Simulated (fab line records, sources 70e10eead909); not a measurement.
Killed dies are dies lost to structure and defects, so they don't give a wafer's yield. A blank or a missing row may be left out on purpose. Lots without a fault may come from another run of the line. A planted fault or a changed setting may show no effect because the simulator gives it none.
Chamber matching | flow nand_harc | NHARC_A_CHANNEL_FILL_D2_ALD_16 on ald_hk-01: 4 sister chambers
The step deposits SiO2, target thk 1.5 nm, pulse time 10 s, ald cycles 15. 22 wafers are shown with their chamber, then 11 later ones without.

WAFERS WITH THEIR CHAMBER
wafer  | chamber | heater_power_w (W) | precursor_pulse_height_rel
L076.2 | 2       | 471                | 0.984
L076.3 | 3       | 547                | 0.968
L076.4 | 0       | 414                | 1.007
L075.3 | 3       | 571                | 0.997
L075.5 | 3       | 561                | 1.000
L075.6 | 0       | 417                | 1.022
L077.3 | 1       | 470                | 1.006
L077.4 | 0       | 410                | 1.020
L077.5 | 3       | 564                | 0.995
L080.1 | 0       | 410                | 1.037
L080.4 | 3       | 565                | 0.974
L080.5 | 1       | 464                | 0.998
L082.2 | 2       | 459                | 1.017
L082.5 | 0       | 409                | 1.002
L082.6 | 3       | 567                | 0.998
L087.2 | 1       | 470                | 0.996
L087.3 | 0       | 424                | 0.980
L087.4 | 3       | 567                | 1.017
L092.3 | 0       | 424                | 1.011
L092.4 | 3       | 563                | 0.951
L092.5 | 0       | 417                | 1.032
L093.1 | 3       | 550                | 0.984

SIGNATURES (means of the wafers above)
reading                    | chamber 0 | chamber 1 | chamber 2 | chamber 3 | scatter within a chamber
heater_power_w             | 415.62    | 468.00    | 465.00    | 561.67    | 6.93
precursor_pulse_height_rel | 1.01388   | 1.00000   | 1.00050   | 0.98711   | 0.0184
Rule: a wafer's distance from a chamber is the root of the sum, over the readings, of the square of ((its reading less the chamber's mean) divided by the reading's scatter). The wafer belongs to the nearest chamber; if the next one is less than 2 further off, it can't be placed. The scatter: the root of (the sum of the squares of (reading less its chamber's mean) over the shown wafers, divided by (wafers less chambers)).

WAFERS WITHOUT THEIR CHAMBER
wafer  | heater_power_w (W) | precursor_pulse_height_rel
L093.2 | 415                | 1.019
L093.3 | 444                | 0.983
L094.2 | 543                | 1.004
L094.3 | 467                | 1.014
L094.5 | 419                | 1.025
L095.3 | 460                | 1.002
L095.5 | 568                | 0.989
L095.6 | 424                | 0.960
L097.3 | 418                | 1.008
L097.5 | 457                | 0.981
L097.6 | 444                | 1.025

WHICH CHAMBER EACH WENT THROUGH
wafer  | from the rows above          | in truth
L093.2 | 0                            | 0
L093.3 | can't be placed: 2 or 1 or 0 | 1
L094.2 | 3                            | 3
L094.3 | can't be placed: 1 or 2      | 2
L094.5 | 0                            | 0
L095.3 | can't be placed: 2 or 1      | 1
L095.5 | 3                            | 3
L095.6 | 0                            | 0
L097.3 | 0                            | 0
L097.5 | can't be placed: 2 or 1      | 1
L097.6 | can't be placed: 2 or 1 or 0 | 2
Placed correctly: 6 of 11. Can't be placed from these rows: 5 (the true chamber is among the candidates in 5). Placed wrongly: 0.
